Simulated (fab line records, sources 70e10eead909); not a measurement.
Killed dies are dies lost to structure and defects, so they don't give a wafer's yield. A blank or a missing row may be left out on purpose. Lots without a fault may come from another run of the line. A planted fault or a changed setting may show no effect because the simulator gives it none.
Chamber matching | flow nand_harc | NHARC_THIN_TSV_CMP_21 on cmp-04: 4 sister chambers
The step polishes, t overpolish 30 s, target thk 2000 nm. 8 wafers are shown with their chamber, then 9 later ones without.

WAFERS WITH THEIR CHAMBER
wafer  | chamber | motor_current_A (A) | overpolish_run_s (s)
L587.5 | 0       | 10.0                | 29.981
L588.4 | 0       | 10.2                | 29.995
L595.1 | 1       | 11.8                | 29.988
L595.4 | 2       | 12.4                | 29.993
L595.6 | 3       | 10.5                | 30.000
L603.1 | 1       | 11.4                | 29.988
L603.3 | 2       | 11.3                | 30.009
L603.4 | 3       | 10.6                | 30.007

WAFERS WITHOUT THEIR CHAMBER
wafer  | motor_current_A (A) | overpolish_run_s (s)
L600.2 | 10.2                | 30.001
L600.3 | 10.1                | 29.988
L600.5 | 11.5                | 29.997
L608.1 | 10.7                | 29.989
L608.5 | 10.4                | 30.011
L608.6 | 10.4                | 30.001
L607.2 | 12.3                | 29.994
L607.5 | 12.7                | 30.004
L607.6 | 10.2                | 30.002

WHICH CHAMBER EACH WENT THROUGH
wafer  | from the rows above               | in truth
L600.2 | can't be placed: 3 or 0           | 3
L600.3 | 0                                 | 0
L600.5 | can't be placed: 2 or 1 or 3      | 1
L608.1 | can't be placed: 0 or 3 or 1 or 2 | 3
L608.5 | can't be placed: 3 or 0           | 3
L608.6 | can't be placed: 3 or 0           | 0
L607.2 | can't be placed: 2 or 1           | 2
L607.5 | can't be placed: 2 or 1           | 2
L607.6 | can't be placed: 3 or 0           | 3
Placed correctly: 1 of 9. Can't be placed from these rows: 8 (the true chamber is among the candidates in 8). Placed wrongly: 0.
How it was worked out, from the rows above alone: a wafer's distance from a chamber is the root of the sum, over the readings, of the square of ((its reading less the chamber's mean) divided by the reading's scatter). The wafer belongs to the nearest chamber; if the next one is less than 2 further off, it can't be placed. A chamber's mean is the mean of its shown wafers. The scatter: the root of (the sum of the squares of (reading less its chamber's mean) over the shown wafers, divided by (wafers less chambers)).
